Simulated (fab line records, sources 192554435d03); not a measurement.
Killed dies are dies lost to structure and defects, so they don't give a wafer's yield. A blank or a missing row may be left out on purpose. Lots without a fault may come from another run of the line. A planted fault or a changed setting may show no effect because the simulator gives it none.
Chamber matching | flow n5_finfet | N5_BEOL_M13_ILD_DEP_00 on pecvd-04: 3 sister chambers
The step deposits SiOC from DEMS/O2, target thk 837.92 nm, time 166.4 s. 16 wafers are shown with their chamber, then 7 later ones without.

WAFERS WITH THEIR CHAMBER
wafer  | chamber | heater_power_w (W) | showerhead_plenum_p_Torr (Torr) | throttle_valve_pct (%)
L825.1 | 2       | 447                | 5.707                           | 11.3
L825.3 | 0       | 537                | 5.673                           | 11.2
L825.5 | 1       | 563                | 5.702                           | 11.1
L826.2 | 2       | 472                | 5.722                           | 11.2
L826.4 | 0       | 473                | 5.692                           | 11.3
L826.5 | 2       | 374                | 5.708                           | 11.5
L831.2 | 2       | 430                | 5.699                           | 11.4
L831.4 | 0       | 518                | 5.668                           | 11.2
L831.5 | 1       | 524                | 5.716                           | 11.3
L833.3 | 1       | 537                | 5.716                           | 11.5
L833.5 | 2       | 428                | 5.704                           | 11.2
L836.2 | 2       | 389                | 5.701                           | 11.3
L836.3 | 1       | 544                | 5.695                           | 11.5
L836.5 | 0       | 464                | 5.671                           | 11.6
L840.2 | 0       | 468                | 5.672                           | 11.5
L840.5 | 2       | 413                | 5.693                           | 11.3

SIGNATURES (means of the wafers above)
reading                  | chamber 0 | chamber 1 | chamber 2 | scatter within a chamber
heater_power_w           | 492.00    | 542.00    | 421.86    | 30.3
showerhead_plenum_p_Torr | 5.67520   | 5.70725   | 5.70486   | 0.00959
throttle_valve_pct       | 11.360    | 11.350    | 11.314    | 0.155
Rule: a wafer's distance from a chamber is the root of the sum, over the readings, of the square of ((its reading less the chamber's mean) divided by the reading's scatter). The wafer belongs to the nearest chamber; if the next one is less than 2 further off, it can't be placed. The scatter: the root of (the sum of the squares of (reading less its chamber's mean) over the shown wafers, divided by (wafers less chambers)).

WAFERS WITHOUT THEIR CHAMBER
wafer  | heater_power_w (W) | showerhead_plenum_p_Torr (Torr) | throttle_valve_pct (%)
L840.6 | 554                | 5.705                           | 11.3
L841.3 | 545                | 5.704                           | 11.4
L841.4 | 567                | 5.704                           | 11.1
L841.5 | 447                | 5.662                           | 11.3
L842.4 | 534                | 5.666                           | 11.4
L842.5 | 452                | 5.711                           | 11.5
L842.6 | 481                | 5.724                           | 11.2

WHICH CHAMBER EACH WENT THROUGH
wafer  | from the rows above     | in truth
L840.6 | 1                       | 1
L841.3 | 1                       | 1
L841.4 | 1                       | 1
L841.5 | 0                       | 0
L842.4 | 0                       | 0
L842.5 | can't be placed: 2 or 1 | 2
L842.6 | can't be placed: 1 or 2 | 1
Placed correctly: 5 of 7. Can't be placed from these rows: 2 (the true chamber is among the candidates in 2). Placed wrongly: 0.
